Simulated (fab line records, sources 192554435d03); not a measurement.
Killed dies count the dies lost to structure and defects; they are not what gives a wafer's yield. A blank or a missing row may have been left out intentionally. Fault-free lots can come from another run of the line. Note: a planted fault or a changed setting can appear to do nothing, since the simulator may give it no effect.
Lot-split experiment / flow n5Finfet / route with 1938 steps; 7 lots, 39 wafers read

## THE SPLIT
At N5_BEOL_M3_ETCH_41 (etches SiCN in CH3F/O2, target depth 29.9 nm, time 52.5 s), the setting targetDepthA was moved away from the recipe's 299 angstrom on 18 of the 39 wafers read, by -22.3% to +58.6%. For the rest of the wafers, this setting stayed at what the recipe calls for.

Reading taken at the split's own step.

## THE READING
etch.depthNm (the simulator's own value, which no gauge read), in nm, at N5_BEOL_M3_ETCH_41 (etches SiCN in CH3F/O2, target depth 29.9 nm, time 52.5 s). No usual value for it is given in the file. Here, 21 wafers ran the recipe; their average is 19.85 nm with a standard deviation of 0.58 nm.

wafer=L075.1; tool, chamber at the split=rieDiel-06, 3; targetDepthA as run, angstrom=233.7; against the recipe=-21.8%; etch.depthNm, nm=15.63; against lot-mates on the recipe=-4.50
wafer=L075.2; tool, chamber at the split=rieDiel-06, 0; targetDepthA as run, angstrom=233.7; against the recipe=-21.8%; etch.depthNm, nm=15.64; against lot-mates on the recipe=-4.49
wafer=L075.3; tool, chamber at the split=rieDiel-06, 1; targetDepthA as run, angstrom=299; against the recipe=recipe; etch.depthNm, nm=20.22; against lot-mates on the recipe=-
wafer=L075.4; tool, chamber at the split=rieDiel-06, 2; targetDepthA as run, angstrom=299; against the recipe=recipe; etch.depthNm, nm=20.18; against lot-mates on the recipe=-
wafer=L075.5; tool, chamber at the split=rieDiel-06, 0; targetDepthA as run, angstrom=299; against the recipe=recipe; etch.depthNm, nm=19.99; against lot-mates on the recipe=-
wafer=L075.6; tool, chamber at the split=rieDiel-06, 1; targetDepthA as run, angstrom=233.7; against the recipe=-21.8%; etch.depthNm, nm=15.77; against lot-mates on the recipe=-4.36
wafer=L078.1; tool, chamber at the split=rieDiel-02, 3; targetDepthA as run, angstrom=365.9; against the recipe=+22.4%; etch.depthNm, nm=22.65; against lot-mates on the recipe=+2.82
wafer=L078.2; tool, chamber at the split=rieDiel-02, 1; targetDepthA as run, angstrom=365.9; against the recipe=+22.4%; etch.depthNm, nm=24.36; against lot-mates on the recipe=+4.53
wafer=L078.3; tool, chamber at the split=rieDiel-02, 0; targetDepthA as run, angstrom=299; against the recipe=recipe; etch.depthNm, nm=20.71; against lot-mates on the recipe=-
wafer=L078.4; tool, chamber at the split=rieDiel-02, 2; targetDepthA as run, angstrom=299; against the recipe=recipe; etch.depthNm, nm=20.2; against lot-mates on the recipe=-
wafer=L078.5; tool, chamber at the split=rieDiel-02, 2; targetDepthA as run, angstrom=365.9; against the recipe=+22.4%; etch.depthNm, nm=24.77; against lot-mates on the recipe=+4.94
wafer=L078.6; tool, chamber at the split=rieDiel-02, 3; targetDepthA as run, angstrom=299; against the recipe=recipe; etch.depthNm, nm=18.57; against lot-mates on the recipe=-
wafer=L084.3; tool, chamber at the split=rieDiel-06, 0; targetDepthA as run, angstrom=299; against the recipe=recipe; etch.depthNm, nm=19.8; against lot-mates on the recipe=-
wafer=L084.4; tool, chamber at the split=rieDiel-06, 3; targetDepthA as run, angstrom=299; against the recipe=recipe; etch.depthNm, nm=19.92; against lot-mates on the recipe=-
wafer=L084.5; tool, chamber at the split=rieDiel-06, 0; targetDepthA as run, angstrom=299; against the recipe=recipe; etch.depthNm, nm=19.66; against lot-mates on the recipe=-
wafer=L085.1; tool, chamber at the split=rieDiel-02, 1; targetDepthA as run, angstrom=400.9; against the recipe=+34.1%; etch.depthNm, nm=26.99; against lot-mates on the recipe=+6.75
wafer=L085.2; tool, chamber at the split=rieDiel-02, 0; targetDepthA as run, angstrom=299; against the recipe=recipe; etch.depthNm, nm=21.13; against lot-mates on the recipe=-
wafer=L085.3; tool, chamber at the split=rieDiel-02, 3; targetDepthA as run, angstrom=299; against the recipe=recipe; etch.depthNm, nm=19.06; against lot-mates on the recipe=-
wafer=L085.4; tool, chamber at the split=rieDiel-02, 2; targetDepthA as run, angstrom=299; against the recipe=recipe; etch.depthNm, nm=20.52; against lot-mates on the recipe=-
wafer=L085.5; tool, chamber at the split=rieDiel-02, 0; targetDepthA as run, angstrom=400.9; against the recipe=+34.1%; etch.depthNm, nm=28.17; against lot-mates on the recipe=+7.93
wafer=L085.6; tool, chamber at the split=rieDiel-02, 3; targetDepthA as run, angstrom=400.9; against the recipe=+34.1%; etch.depthNm, nm=25.47; against lot-mates on the recipe=+5.23
wafer=L086.1; tool, chamber at the split=rieDiel-06, 1; targetDepthA as run, angstrom=299; against the recipe=recipe; etch.depthNm, nm=19.72; against lot-mates on the recipe=-
wafer=L086.2; tool, chamber at the split=rieDiel-06, 0; targetDepthA as run, angstrom=446.9; against the recipe=+49.5%; etch.depthNm, nm=29.55; against lot-mates on the recipe=+9.66
wafer=L086.3; tool, chamber at the split=rieDiel-06, 3; targetDepthA as run, angstrom=446.9; against the recipe=+49.5%; etch.depthNm, nm=29.65; against lot-mates on the recipe=+9.76
wafer=L086.4; tool, chamber at the split=rieDiel-06, 2; targetDepthA as run, angstrom=299; against the recipe=recipe; etch.depthNm, nm=20.03; against lot-mates on the recipe=-
wafer=L086.5; tool, chamber at the split=rieDiel-06, 0; targetDepthA as run, angstrom=299; against the recipe=recipe; etch.depthNm, nm=19.91; against lot-mates on the recipe=-
wafer=L086.6; tool, chamber at the split=rieDiel-06, 1; targetDepthA as run, angstrom=446.9; against the recipe=+49.5%; etch.depthNm, nm=29.47; against lot-mates on the recipe=+9.58
wafer=L087.1; tool, chamber at the split=rieDiel-06, 0; targetDepthA as run, angstrom=232.4; against the recipe=-22.3%; etch.depthNm, nm=15.24; against lot-mates on the recipe=-4.40
wafer=L087.2; tool, chamber at the split=rieDiel-06, 3; targetDepthA as run, angstrom=299; against the recipe=recipe; etch.depthNm, nm=19.72; against lot-mates on the recipe=-
wafer=L087.3; tool, chamber at the split=rieDiel-06, 2; targetDepthA as run, angstrom=232.4; against the recipe=-22.3%; etch.depthNm, nm=15.42; against lot-mates on the recipe=-4.22
wafer=L087.4; tool, chamber at the split=rieDiel-06, 1; targetDepthA as run, angstrom=299; against the recipe=recipe; etch.depthNm, nm=19.46; against lot-mates on the recipe=-
wafer=L087.5; tool, chamber at the split=rieDiel-06, 0; targetDepthA as run, angstrom=299; against the recipe=recipe; etch.depthNm, nm=19.73; against lot-mates on the recipe=-
wafer=L087.6; tool, chamber at the split=rieDiel-06, 1; targetDepthA as run, angstrom=232.4; against the recipe=-22.3%; etch.depthNm, nm=15.16; against lot-mates on the recipe=-4.48
wafer=L090.1; tool, chamber at the split=rieDiel-02, 1; targetDepthA as run, angstrom=474.1; against the recipe=+58.6%; etch.depthNm, nm=31.18; against lot-mates on the recipe=+11.73
wafer=L090.2; tool, chamber at the split=rieDiel-02, 0; targetDepthA as run, angstrom=474.1; against the recipe=+58.6%; etch.depthNm, nm=32.28; against lot-mates on the recipe=+12.83
wafer=L090.3; tool, chamber at the split=rieDiel-02, 2; targetDepthA as run, angstrom=299; against the recipe=recipe; etch.depthNm, nm=19.9; against lot-mates on the recipe=-
wafer=L090.4; tool, chamber at the split=rieDiel-02, 3; targetDepthA as run, angstrom=299; against the recipe=recipe; etch.depthNm, nm=18.67; against lot-mates on the recipe=-
wafer=L090.5; tool, chamber at the split=rieDiel-02, 1; targetDepthA as run, angstrom=299; against the recipe=recipe; etch.depthNm, nm=19.77; against lot-mates on the recipe=-
wafer=L090.6; tool, chamber at the split=rieDiel-02, 0; targetDepthA as run, angstrom=474.1; against the recipe=+58.6%; etch.depthNm, nm=32.37; against lot-mates on the recipe=+12.92

THE FIT
A straight line over all 39 wafers: etch.depthNm changes by +0.201 nm for each +1% of targetDepthA; r = +0.99; the points scatter about the line by 0.65 nm.
The same after taking each lot's own level away (the mean of its wafers on the recipe; 39 wafers): +0.203 nm for each +1%; r = +0.99; scatter 0.64 nm.
The reading moves by 12 nm for the largest change in targetDepthA, on that fit.
Measured against the standard deviation above, the lots' own levels, which go from 19.447 to 20.237 nm, span 1.4 times it.
So the lot-to-lot level changes the slope little: the two slopes agree.
Check: with one of the wafers moved furthest among these (+58.6%) left out of the fit, the line predicts +11.9 nm for it against its lot-mates. Against them it came out at +11.7 nm.

## FURTHER SPLITS ON THESE WAFERS
Before the reading, these wafers also passed through other splits. Each is held against what the fit with the lots' levels taken away leaves over:
other split on the same wafers=N5_PMOS_HMC_CHANNEL_EPI_ETCH_38 targetDepthA; wafers away from the commonest value=12; r with etch.depthNm (lot level and that fit taken away)=+0.00
other split on the same wafers=N5_SD_EPI_N_EPI_21 epiGrowthTimeS; wafers away from the commonest value=15; r with etch.depthNm (lot level and that fit taken away)=+0.07
other split on the same wafers=N5_MOL_CONTACT_COAG_PRECLEAN_111 timeS; wafers away from the commonest value=18; r with etch.depthNm (lot level and that fit taken away)=-0.01

## FILE'S OWN FIT
etch.depthNm changes by +0.202 nm for each +1% of targetDepthA, r = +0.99.
